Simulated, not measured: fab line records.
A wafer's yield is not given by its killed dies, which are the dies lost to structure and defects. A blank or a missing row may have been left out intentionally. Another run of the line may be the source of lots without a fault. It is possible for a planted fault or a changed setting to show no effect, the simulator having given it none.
fab line records + flow nand_harc
record
- lots=6
- wafers=18
- last_day=33
route steps=1302 shown A_BLC@1132 A_M0@1137
lots that met no fault: from a run of the same line without faults
start_h: hours from the record's first day to the start of the lot's first wafer shown + wait_h: hours since the lot's step before + " repeats the value in the row above + L1.1+2: a single row standing in for several wafers + - either no value or no given start + * or withheld: withheld + < > ~ a bound
route shown NAME@n: a module of which the file shows steps, and the number in the route of the first + usual: the fault-free wafers' mean and standard deviation + same: alike in all rows + chamber/n: place in a boat + sites: per-site readings + _std_site: how widely they spread, as a standard deviation + _edge_site: mean of outer sites minus mean of inner sites + radius_mm: for every site, how far away it sits from the centre of the wafer + mask NAME#n: copy n + behind: the tool/chamber that last shaped the wafer + hold: what put the lot on hold/how long, in hours/how the hold closed + device: the transistor (n, p or np) that didn't switch + end of line: the same wafers' tests at the end of the route + where a step has no rows: the recipe by itself + killed: the dies lost at the first sort to structure and to defects; this is not the yield of the wafer + map: a wafer's dies, x killed, . not, _ none there
set.NAME: the run value of the setting; set.NAME@STEP: its run value at that earlier step + model.NAME: the simulator's own value behind a step, which no gauge read
certain route steps with their lots: each step a table, each wafer a row
services: from which hour (start_h, from the record's first day; less than 0 if before it) a tool's chamber was out of use, for how many hours, and why
## steps
# step NHARC_A_BLC_CVD_24
# recipe
- target_thk_a=1500
- temp_c=300
- pressure_torr=40
- wf6_flow_sccm=40
- h2_flow_sccm=1600
- ar_flow_sccm=1560
- time_s=434
- material=W
# usual
- heater_power_outer_w=275/21
- heater_power_w=499/41
- throttle_valve_pct=8.0/0.37
| lot.wafer | tool     | chamber | start_h | wait_h | heater_power_outer_w | heater_power_w | throttle_valve_pct |
|-----------|----------|---------|---------|--------|----------------------|----------------|--------------------|
| L830.1    | cvd_w-01 | 0       | -       | -      | 307                  | 559            | 7.7                |
| L830.2    | "        | 1       | "       | "      | 274                  | 460            | 7.5                |
| L830.6    | "        | 0       | "       | "      | 300                  | 564            | 7.8                |
| L835.1    | cvd_w-02 | 0       | -       | -      | 278                  | 505            | 8.5                |
| L835.4    | "        | 0       | "       | "      | 276                  | 514            | 8.6                |
| L835.3    | "        | 1       | "       | "      | 239                  | 454            | 8.4                |
| L837.2    | cvd_w-02 | 0       | -       | -      | 283                  | 523            | 8.5                |
| L837.1    | "        | 1       | "       | "      | 242                  | 450            | 8.3                |
| L837.6    | "        | 0       | "       | "      | 278                  | 514            | 8.3                |
| L841.2    | cvd_w-01 | 1       | -       | -      | 280                  | 483            | 7.5                |
| L841.1    | "        | 0       | "       | "      | 303                  | 556            | 7.9                |
| L841.5    | "        | 0       | "       | "      | 305                  | 564            | 7.8                |
| L843.2    | cvd_w-02 | 0       | -       | -      | 269                  | 517            | 8.5                |
| L843.3    | "        | 1       | "       | "      | 249                  | 455            | 8.0                |
| L843.5    | "        | 0       | "       | "      | 273                  | 509            | 8.2                |
| L849.1    | cvd_w-02 | 0       | -       | -      | 270                  | 502            | 8.6                |
| L849.4    | "        | 0       | "       | "      | 278                  | 511            | 8.4                |
| L849.5    | "        | 0       | "       | "      | 269                  | 504            | 8.7                |
# step NHARC_A_BLC_CMP_25
# recipe
- t_overpolish_s=30
- target_thk_nm=150
# usual
- motor_current_A=12.2/0.68
- overpolish_run_s=30.001/0.0096
- time_to_endpoint_s=28.8/1.9
| lot.wafer | tool   | chamber | start_h | wait_h | motor_current_A | overpolish_run_s | time_to_endpoint_s |
|-----------|--------|---------|---------|--------|-----------------|------------------|--------------------|
| L830.2    | cmp-01 | 0       | 560.87  | 0.4    | 12.4            | 29.999           | 31.3               |
| L830.1    | "      | 3       | "       | "      | 12.3            | 29.992           | 33.8               |
| L830.6    | "      | 1       | "       | "      | 11.8            | 29.997           | 30.7               |
| L835.1    | cmp-04 | 0       | 598.03  | 0.5    | 12.0            | 29.998           | 30.2               |
| L835.3    | "      | 1       | "       | "      | 12.3            | 29.994           | 27.5               |
| L835.4    | "      | 3       | "       | "      | 12.5            | 29.998           | 31.7               |
| L837.2    | cmp-01 | 2       | 618.91  | 0.5    | 11.5            | 30.004           | 27.2               |
| L837.1    | "      | 0       | "       | "      | 13.3            | 30.000           | 28.7               |
| L837.6    | "      | 2       | "       | "      | 12.5            | 29.988           | 25.4               |
| L841.2    | cmp-02 | 2       | 670.92  | 0.5    | 11.7            | 29.991           | 28.2               |
| L841.1    | "      | 3       | "       | "      | 10.9            | 29.983           | 30.1               |
| L841.5    | "      | 2       | "       | "      | 11.6            | 29.989           | 27.9               |
| L843.2    | cmp-04 | 0       | 680.43  | 0.4    | 12.5            | 29.996           | 29.5               |
| L843.3    | "      | 2       | "       | "      | 11.1            | 29.997           | 28.5               |
| L843.5    | "      | 0       | "       | "      | 12.0            | 30.007           | 29.2               |
| L849.1    | cmp-04 | 0       | 759.17  | 0.4    | 12.5            | 29.990           | 27.2               |
| L849.4    | "      | 1       | "       | "      | 12.8            | 30.010           | 27.9               |
| L849.5    | "      | 0       | "       | "      | 12.4            | 30.008           | 27.9               |
# step NHARC_A_BLC_SRD_27
# step NHARC_A_BLC_INSPECT_28
# usual
- raw_defect_count=522/120
| lot.wafer | tool              | chamber | start_h | wait_h | raw_defect_count |
|-----------|-------------------|---------|---------|--------|------------------|
| L830.1    | defect_inspect-01 | -       | 561.27  | 0.1    | 597              |
| L830.2    | "                 | -       | "       | "      | 529              |
| L830.6    | "                 | -       | "       | "      | 534              |
| L835.1    | defect_inspect-01 | -       | 598.43  | 0.1    | 776              |
| L835.3    | "                 | -       | "       | "      | 583              |
| L835.4    | "                 | -       | "       | "      | 711              |
| L837.1    | defect_inspect-01 | -       | 619.29  | 0.1    | 447              |
| L837.2    | "                 | -       | "       | "      | 470              |
| L837.6    | "                 | -       | "       | "      | 408              |
| L841.1    | defect_inspect-01 | -       | 671.32  | 0.1    | 318              |
| L841.2    | "                 | -       | "       | "      | 349              |
| L841.5    | "                 | -       | "       | "      | 351              |
| L843.2    | defect_inspect-02 | -       | 680.84  | 0.1    | 452              |
| L843.3    | "                 | -       | "       | "      | 519              |
| L843.5    | "                 | -       | "       | "      | 420              |
| L849.1    | defect_inspect-01 | -       | 759.55  | 0.1    | 554              |
| L849.4    | "                 | -       | "       | "      | 557              |
| L849.5    | "                 | -       | "       | "      | 453              |
# step NHARC_A_M0_DEP_00
# recipe
- target_thk_a=1500
- target_thk_nm=150
- temp_c=withheld
- pressure_torr=5
- flow_sccm=200
- rf_w=600
- material=SiOC
# step NHARC_A_M0_DEHYDRATE_01
# recipe
- temp_c=150
- time_s=120
# step NHARC_A_M0_HMDS_02
# recipe
- time_s=30
# step NHARC_A_M0_COAT_33
# recipe
- temp_c=200
- time_s=65
# step NHARC_A_M0_COAT_03
# recipe
- spin_rpm=1500
- resist_thk_nm=90
# step NHARC_A_M0_SOFTBAKE_04
# recipe
- temp_c=105
- time_s=55
# step NHARC_A_M0_EBR_05
# step NHARC_A_M0_EXPOSE_06
# recipe
- na=1.35
- target_cd_nm=80
- dose_mj=83.25
- mask_id=A_M0
# usual
- exposure_dose_mJ_cm2=83.8/0.83
| lot.wafer | tool            | chamber | start_h | wait_h | mask   | exposure_dose_mJ_cm2 |
|-----------|-----------------|---------|---------|--------|--------|----------------------|
| L830.1    | arfi_scanner-03 | 0       | 562.03  | -      | A_M0#0 | 83.0                 |
| L830.2    | "               | 0       | "       | "      | A_M0#0 | 83.1                 |
| L830.6    | "               | 0       | "       | "      | A_M0#0 | 83.0                 |
| L835.1    | arfi_scanner-02 | 0       | 599.06  | -      | A_M0#0 | 84.8                 |
| L835.3    | "               | 0       | "       | "      | A_M0#0 | 84.8                 |
| L835.4    | "               | 0       | "       | "      | A_M0#0 | 84.8                 |
| L837.1    | arfi_scanner-02 | 0       | 619.92  | -      | A_M0#0 | 71.5                 |
| L837.2    | "               | 0       | "       | "      | A_M0#0 | 71.4                 |
| L837.6    | "               | 0       | "       | "      | A_M0#0 | 71.4                 |
| L841.1    | arfi_scanner-02 | 0       | 672.08  | -      | A_M0#0 | 74.1                 |
| L841.2    | "               | 0       | "       | "      | A_M0#0 | 74.0                 |
| L841.5    | "               | 0       | "       | "      | A_M0#0 | 74.1                 |
| L843.2    | arfi_scanner-03 | 0       | 681.76  | -      | A_M0#0 | 83.1                 |
| L843.3    | "               | 0       | "       | "      | A_M0#0 | 83.0                 |
| L843.5    | "               | 0       | "       | "      | A_M0#0 | 83.0                 |
| L849.1    | arfi_scanner-03 | 0       | 760.31  | -      | A_M0#0 | 83.0                 |
| L849.4    | "               | 0       | "       | "      | A_M0#0 | 83.2                 |
| L849.5    | "               | 0       | "       | "      | A_M0#0 | 82.9                 |
# step NHARC_A_M0_PEB_07
# recipe
- peb_temp_c=100
- peb_time_s=65
# step NHARC_A_M0_DEVELOP_08
# recipe
- develop_time_s=35
- dev_temp_c=23
# step NHARC_A_M0_CD_MEAS_09
# recipe
- target_cd_nm=80
- landing_energy_ev=500
# usual
- cd_nm=80.2/0.55
| lot.wafer | tool      | chamber | start_h | wait_h | cd_nm |
|-----------|-----------|---------|---------|--------|-------|
| L830.1    | cd_sem-02 | 0       | 562.17  | -      | 80.5  |
| L830.2    | "         | 0       | "       | "      | 79.7  |
| L830.6    | "         | 0       | "       | "      | 80.0  |
| L835.1    | cd_sem-02 | 0       | 599.20  | -      | 80.1  |
| L835.3    | "         | 0       | "       | "      | 80.7  |
| L835.4    | "         | 0       | "       | "      | 80.5  |
| L837.1    | cd_sem-01 | 0       | 620.06  | -      | 69.7  |
| L837.2    | "         | 0       | "       | "      | 68.9  |
| L837.6    | "         | 0       | "       | "      | 68.8  |
| L841.1    | cd_sem-03 | 0       | 672.22  | -      | 71.0  |
| L841.2    | "         | 0       | "       | "      | 70.8  |
| L841.5    | "         | 0       | "       | "      | 72.6  |
| L843.2    | cd_sem-03 | 0       | 681.90  | -      | 79.3  |
| L843.3    | "         | 0       | "       | "      | 79.5  |
| L843.5    | "         | 0       | "       | "      | 79.6  |
| L849.1    | cd_sem-01 | 0       | 760.45  | -      | 80.8  |
| L849.4    | "         | 0       | "       | "      | 81.0  |
| L849.5    | "         | 0       | "       | "      | 80.8  |
# step NHARC_A_M0_OVL_MEAS_10
# recipe
- pitch_nm=160
# usual
- overlay_x_nm=-0.1/0.81
- overlay_y_nm=0.0/0.72
| lot.wafer | tool       | chamber | start_h | wait_h | overlay_x_nm | overlay_y_nm |
|-----------|------------|---------|---------|--------|--------------|--------------|
| L830.1    | overlay-02 | -       | 562.26  | -      | -0.6         | 0.8          |
| L830.2    | "          | -       | "       | "      | 0.4          | 0.8          |
| L830.6    | "          | -       | "       | "      | 0.2          | 0.7          |
| L835.1    | overlay-01 | -       | 599.29  | -      | -0.6         | 0.8          |
| L835.3    | "          | -       | "       | "      | -1.2         | 1.0          |
| L835.4    | "          | -       | "       | "      | -0.1         | 0.2          |
| L837.1    | overlay-02 | -       | 620.15  | -      | 1.6          | -0.9         |
| L837.2    | "          | -       | "       | "      | 1.0          | -0.4         |
| L837.6    | "          | -       | "       | "      | 1.5          | -0.7         |
| L841.1    | overlay-01 | -       | 672.31  | -      | 0.1          | -0.7         |
| L841.2    | "          | -       | "       | "      | 0.4          | -0.3         |
| L841.5    | "          | -       | "       | "      | 0.8          | -0.3         |
| L843.2    | overlay-02 | -       | 682.00  | -      | 0.4          | 0.3          |
| L843.3    | "          | -       | "       | "      | 0.3          | -0.3         |
| L843.5    | "          | -       | "       | "      | 0.3          | -0.4         |
| L849.1    | overlay-02 | -       | 760.55  | -      | 0.3          | -1.0         |
| L849.4    | "          | -       | "       | "      | 0.2          | -0.5         |
| L849.5    | "          | -       | "       | "      | 0.2          | -0.4         |
# step NHARC_A_M0_INSPECT_11
# usual
- raw_defect_count=74/40
| lot.wafer | tool              | chamber | start_h | wait_h | raw_defect_count |
|-----------|-------------------|---------|---------|--------|------------------|
| L830.1    | defect_inspect-02 | -       | 562.30  | 0.0    | 68               |
| L830.2    | "                 | -       | "       | "      | 102              |
| L830.6    | "                 | -       | "       | "      | 95               |
| L835.1    | defect_inspect-02 | -       | 599.33  | 0.0    | 83               |
| L835.3    | "                 | -       | "       | "      | 73               |
| L835.4    | "                 | -       | "       | "      | 75               |
| L837.1    | defect_inspect-02 | -       | 620.19  | 0.0    | 134              |
| L837.2    | "                 | -       | "       | "      | 119              |
| L837.6    | "                 | -       | "       | "      | 139              |
| L841.1    | defect_inspect-02 | -       | 672.34  | 0.0    | 26               |
| L841.2    | "                 | -       | "       | "      | 27               |
| L841.5    | "                 | -       | "       | "      | 28               |
| L843.2    | defect_inspect-02 | -       | 682.03  | 0.0    | 54               |
| L843.3    | "                 | -       | "       | "      | 49               |
| L843.5    | "                 | -       | "       | "      | 64               |
| L849.1    | defect_inspect-01 | -       | 760.59  | 0.0    | 61               |
| L849.4    | "                 | -       | "       | "      | 74               |
| L849.5    | "                 | -       | "       | "      | 78               |
# step NHARC_A_M0_DESCUM_14
# recipe
- time_s=3
- o2_flow_sccm=200
- ar_flow_sccm=0
- bias_power_w=0
- chemistry=O2
# usual
- drypump_motor_current_A=5.7/0.49
- oes_product_au=1.002/0.008
- rf_vpp_V=57.7/0.89
- showerhead_plenum_p_Torr=1.90/0.099
- throttle_valve_pct=11.311/0.009
| lot.wafer | tool        | chamber | start_h | wait_h | drypump_motor_current_A | oes_product_au | rf_hours_counter_h | rf_vpp_V | showerhead_plenum_p_Torr | throttle_valve_pct | model.A_M0.cd_nm |
|-----------|-------------|---------|---------|--------|-------------------------|----------------|--------------------|----------|--------------------------|--------------------|------------------|
| L830.2    | rie_diel-03 | 2       | 562.37  | 0.1    | 5.6                     | 0.993          | 5.0                | 56.9     | 1.80                     | 11.308             | 79.56            |
| L830.1    | "           | 0       | "       | "      | 6.3                     | 0.998          | 5.0                | 57.6     | 1.80                     | 11.316             | 80.76            |
| L830.6    | "           | 0       | "       | "      | 6.4                     | 0.995          | -                  | 57.6     | 1.80                     | 11.301             | 79.72            |
| L835.3    | rie_diel-05 | 2       | 599.39  | 0.1    | 5.8                     | 1.007          | 0.3                | 58.5     | 2.02                     | 11.312             | 80.08            |
| L835.4    | "           | 0       | "       | "      | 5.1                     | 1.005          | 0.5                | 57.9     | 2.03                     | 11.326             | 80.24            |
| L835.1    | "           | 1       | "       | "      | 5.4                     | 1.006          | 0.3                | 57.5     | 1.93                     | 11.311             | 79.64            |
| L837.1    | rie_diel-01 | 3       | 620.26  | 0.1    | 5.1                     | 1.009          | 3.4                | 57.9     | 1.99                     | 11.291             | 69.51            |
| L837.2    | "           | 1       | "       | "      | 5.2                     | 1.012          | 3.4                | 59.7     | 1.99                     | 11.314             | 69.09            |
| L837.6    | "           | 2       | "       | "      | 6.2                     | 1.016          | -                  | 56.3     | 1.82                     | 11.324             | 69.15            |
| L841.1    | rie_diel-03 | 3       | 672.41  | 0.1    | 5.3                     | 1.002          | 1.3                | 57.1     | 1.86                     | 11.317             | 70.87            |
| L841.2    | "           | 0       | "       | "      | 6.3                     | 0.991          | 1.4                | 58.1     | 1.80                     | 11.326             | 70.34            |
| L841.5    | "           | 2       | "       | "      | 5.6                     | 0.999          | -                  | 56.4     | 1.80                     | 11.316             | 72.39            |
| L843.2    | rie_diel-03 | 0       | 682.11  | 0.1    | 6.3                     | 1.009          | 1.7                | 56.6     | 1.80                     | 11.301             | 78.92            |
| L843.3    | "           | 1       | "       | "      | 6.4                     | 1.010          | 1.7                | 58.0     | 1.84                     | 11.326             | 79.17            |
| L843.5    | "           | 0       | "       | "      | 6.3                     | 1.010          | -                  | 57.4     | 1.80                     | 11.304             | 79.9             |
| L849.1    | rie_diel-01 | 1       | 760.66  | 0.1    | 5.2                     | 1.003          | 0.4                | 57.2     | 1.99                     | 11.307             | 80.64            |
| L849.4    | "           | 3       | "       | "      | 5.1                     | 1.012          | 0.4                | 58.0     | 1.99                     | 11.313             | 81.22            |
| L849.5    | "           | 1       | "       | "      | 5.2                     | 1.002          | -                  | 57.0     | 1.99                     | 11.318             | 81.47            |
# step NHARC_A_M0_ETCH_34
# recipe
- target_depth_a=400
- overetch_a=120
- time_s=43.94
- ion_energy_ev=200
- n2_flow_sccm=150
- h2_flow_sccm=150
- ar_flow_sccm=0
- rf_w=400
- bias_w=150
- chemistry=N2/H2
# usual
- bias_w=149.9/0.4
- drypump_motor_current_A=5.7/0.5
- oes_product_au=1.000/0.0087
- rf_vpp_V=430.0/3
- showerhead_plenum_p_Torr=2.02/0.11
- throttle_valve_pct=14.171/0.0083
| lot.wafer | tool        | chamber | start_h | wait_h | bias_w | drypump_motor_current_A | oes_product_au | rf_hours_counter_h | rf_vpp_V | showerhead_plenum_p_Torr | throttle_valve_pct |
|-----------|-------------|---------|---------|--------|--------|-------------------------|----------------|--------------------|----------|--------------------------|--------------------|
| L830.1    | rie_diel-03 | 1       | 562.46  | 0.1    | 149.7  | 6.4                     | 0.991          | 4.8                | 427.3    | 1.96                     | 14.179             |
| L830.2    | "           | 2       | "       | "      | 150.0  | 5.6                     | 1.005          | 5.0                | 427.4    | 1.91                     | 14.168             |
| L830.6    | "           | 2       | "       | "      | 150.6  | 5.6                     | 0.996          | -                  | 426.5    | 1.91                     | 14.165             |
| L835.3    | rie_diel-05 | 3       | 599.48  | 0.1    | 150.0  | 5.9                     | 0.986          | 0.5                | 427.5    | 1.89                     | 14.182             |
| L835.1    | "           | 1       | "       | "      | 149.5  | 5.4                     | 0.983          | 0.3                | 432.0    | 2.05                     | 14.171             |
| L835.4    | "           | 2       | "       | "      | 149.7  | 5.8                     | 0.996          | 0.3                | 433.9    | 2.16                     | 14.162             |
| L837.1    | rie_diel-01 | 3       | 620.35  | 0.1    | 149.4  | 5.2                     | 1.003          | 3.4                | 431.9    | 2.12                     | 14.161             |
| L837.2    | "           | 1       | "       | "      | 150.0  | 5.2                     | 1.012          | 3.4                | 432.9    | 2.12                     | 14.178             |
| L837.6    | "           | 1       | "       | "      | 150.3  | 5.2                     | 1.018          | -                  | 432.7    | 2.12                     | 14.179             |
| L841.2    | rie_diel-03 | 1       | 672.49  | 0.1    | 149.7  | 6.5                     | 0.991          | 1.4                | 427.3    | 1.95                     | 14.175             |
| L841.1    | "           | 3       | "       | "      | 149.5  | 5.3                     | 1.002          | 1.4                | 429.4    | 1.98                     | 14.172             |
| L841.5    | "           | 1       | "       | "      | 149.7  | 6.5                     | 0.993          | -                  | 427.8    | 1.95                     | 14.158             |
| L843.2    | rie_diel-03 | 1       | 682.20  | 0.1    | 150.0  | 6.4                     | 0.999          | 1.7                | 429.5    | 1.95                     | 14.166             |
| L843.3    | "           | 2       | "       | "      | 149.5  | 5.6                     | 0.999          | 0.6                | 426.3    | 1.91                     | 14.184             |
| L843.5    | "           | 0       | "       | "      | 150.3  | 6.3                     | 0.999          | -                  | 428.8    | 1.91                     | 14.169             |
| L849.4    | rie_diel-01 | 3       | 760.74  | 0.1    | 149.8  | 5.1                     | 1.012          | 0.4                | 432.0    | 2.12                     | 14.182             |
| L849.1    | "           | 0       | "       | "      | 150.0  | 5.0                     | 1.015          | 0.3                | 433.5    | 2.19                     | 14.172             |
| L849.5    | "           | 2       | "       | "      | 150.0  | 6.1                     | 1.003          | -                  | 427.2    | 1.93                     | 14.182             |
# step NHARC_A_M0_ETCH_15
# recipe
- target_depth_a=1500
- overetch_a=150
- time_s=82.5
- c4f8_flow_sccm=withheld
- ar_flow_sccm=400
- rf_w=600
- bias_w=300
- chemistry=C4F8/Ar
# usual
- bias_w=299.9/0.94
- oes_product_au=0.943/0.024
- rf_vpp_V=440/3.1
| lot.wafer | tool        | chamber | start_h | wait_h | bias_w | oes_product_au | rf_hours_counter_h | rf_vpp_V | model.A_M0.cd_nm |
|-----------|-------------|---------|---------|--------|--------|----------------|--------------------|----------|------------------|
| L830.2    | rie_diel-03 | 1       | -       | -      | 299.3  | 0.917          | 4.9                | 438      | 79.57            |
| L830.1    | "           | 2       | "       | "      | 299.5  | 0.928          | 5.0                | 438      | 80.74            |
| L830.6    | "           | 1       | "       | "      | 300.1  | 0.924          | -                  | 440      | 79.88            |
| L835.1    | rie_diel-05 | 0       | -       | -      | 300.6  | 0.985          | 0.5                | 445      | 79.09            |
| L835.4    | "           | 1       | "       | "      | 300.1  | 0.963          | 0.3                | 440      | 80.3             |
| L835.3    | "           | 2       | "       | "      | 300.1  | 0.965          | 0.3                | 444      | 79.75            |
| L837.1    | rie_diel-01 | 1       | -       | -      | 300.7  | 0.964          | 3.4                | 444      | 69.41            |
| L837.2    | "           | 2       | "       | "      | 300.2  | 0.966          | 1.9                | 438      | 69.28            |
| L837.6    | "           | 3       | "       | "      | 301.2  | 0.962          | -                  | 442      | 69.11            |
| L841.1    | rie_diel-03 | 0       | -       | -      | 300.9  | 0.963          | 1.4                | 437      | 71.1             |
| L841.2    | "           | 3       | "       | "      | 298.1  | 0.938          | 1.4                | 438      | 70.11            |
| L841.5    | "           | 0       | "       | "      | 300.8  | 0.957          | -                  | 438      | 72.28            |
| L843.3    | rie_diel-03 | 2       | -       | -      | 298.9  | 0.970          | 0.6                | 437      | 79.09            |
| L843.2    | "           | 0       | "       | "      | 301.0  | 0.965          | 1.7                | 437      | 78.71            |
| L843.5    | "           | 0       | "       | "      | 302.2  | 0.963          | -                  | 436      | 79.94            |
| L849.4    | rie_diel-01 | 0       | -       | -      | 300.5  | 0.973          | 0.4                | 445      | 81.01            |
| L849.1    | "           | 2       | "       | "      | 300.2  | 0.982          | 0.5                | 437      | 80.55            |
| L849.5    | "           | 0       | "       | "      | 299.7  | 0.971          | -                  | 444      | 81.23            |
# step NHARC_A_M0_CD_MEAS_16
# usual
- cd_nm=80.2/0.63
| lot.wafer | tool      | chamber | start_h | wait_h | cd_nm |
|-----------|-----------|---------|---------|--------|-------|
| L830.1    | cd_sem-02 | -       | 562.70  | -      | 80.8  |
| L830.2    | "         | -       | "       | "      | 79.8  |
| L830.6    | "         | -       | "       | "      | 80.1  |
| L835.1    | cd_sem-03 | -       | 599.70  | -      | 78.9  |
| L835.3    | "         | -       | "       | "      | 80.0  |
| L835.4    | "         | -       | "       | "      | 80.5  |
| L837.1    | cd_sem-01 | -       | 620.59  | -      | 69.6  |
| L837.2    | "         | -       | "       | "      | 69.1  |
| L837.6    | "         | -       | "       | "      | 69.2  |
| L841.1    | cd_sem-01 | -       | 672.70  | -      | 70.9  |
| L841.2    | "         | -       | "       | "      | 70.3  |
| L841.5    | "         | -       | "       | "      | 72.0  |
| L843.2    | cd_sem-01 | -       | 682.45  | -      | 78.8  |
| L843.3    | "         | -       | "       | "      | 78.9  |
| L843.5    | "         | -       | "       | "      | 79.7  |
| L849.1    | cd_sem-02 | -       | 760.95  | -      | 80.5  |
| L849.4    | "         | -       | "       | "      | 80.9  |
| L849.5    | "         | -       | "       | "      | 81.4  |
## services
| tool            | chamber | start_h | hours | kind   |
|-----------------|---------|---------|-------|--------|
| arfi_scanner-03 | -       | 540.00  | 4.0   | pm     |
| cvd_w-02        | 1       | 548.82  | 13.1  | repair |
| rie_diel-03     | 3       | 556.88  | 8.2   | repair |
| rie_diel-01     | -       | 557.80  | 9.0   | pm     |
| cvd_w-02        | 1       | 570.91  | 12.2  | repair |
| cvd_w-02        | 0       | 575.40  | 6.0   | repair |
| rie_diel-01     | 2       | 579.17  | 3.6   | repair |
| cvd_w-02        | -       | 584.96  | 1.1   | repair |
| rie_diel-01     | 2       | 595.63  | 17.7  | repair |
| rie_diel-01     | 0       | 613.70  | 25.0  | repair |
| rie_diel-01     | 1       | 622.77  | 9.1   | repair |
| cvd_w-02        | -       | 631.53  | 13.0  | pm     |
| rie_diel-03     | -       | 635.35  | 9.0   | pm     |
| rie_diel-03     | 0       | 649.67  | 2.8   | repair |
| rie_diel-03     | -       | 653.99  | 1.5   | repair |
| rie_diel-03     | 2       | 665.88  | 5.1   | repair |
| cvd_w-02        | -       | 675.12  | 0.2   | repair |
| rie_diel-03     | 3       | 681.30  | 5.8   | repair |
| rie_diel-01     | 1       | 685.80  | 3.6   | repair |
| rie_diel-03     | 1       | 711.71  | 5.2   | repair |
| cvd_w-02        | 0       | 728.41  | 3.4   | repair |
| rie_diel-01     | -       | 734.80  | 9.0   | pm     |
| rie_diel-03     | 1       | 738.76  | 5.0   | repair |
| rie_diel-03     | 1       | 753.78  | 4.1   | repair |
## key
first_sign
- step=NHARC_A_M0_EXPOSE_06
- reading=exposure_dose_mJ_cm2
- direction=down
- sigmas=13
- usual=83.8
- struck=72.8
effect
- step=NHARC_A_M0_CD_MEAS_09
- reading=cd_nm
- direction=down
- sigmas=18
- usual=80.2
- struck=70.3
- through=control_loop
effect
- step=NHARC_A_M0_CD_MEAS_16
- reading=cd_nm
- direction=down
- sigmas=16
- usual=80.2
- struck=70.2
- through=control_loop
model_effect
- step=NHARC_A_M0_DESCUM_14
- value=A_M0.cd_nm
- without=80.45
- struck=70.22
model_effect
- step=NHARC_A_M0_ETCH_15
- value=A_M0.cd_nm
- without=80.44
- struck=70.21
met_at NHARC_A_M0_EXPOSE_06
struck_wafers L837.1,L837.2,L837.6,L841.1,L841.2,L841.5
sort_left_out L837.1,L837.2,L837.6,L841.1,L841.2,L841.5
loop_trim
- step=NHARC_A_M0_EXPOSE_06
- setting=dose
- lots=L841
onset_between 599.06 619.92
fault
- kind=process_parameter_drift
- tool=arfi_scanner-02
- chamber=-
- onset_h=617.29
- steps=NHARC_A_M0_EXPOSE_06
- channel=dose_mj
- offset=-13.364
- shape=step
- acts_in=these_recipes_only
- stated=83.25
# sort_left_out: the simulated sort isn't trusted on such a fault, so these wafers' sort isn't shown, and their yield isn't known
# loop_trim: a control loop set the setting to another value than it would have without faults
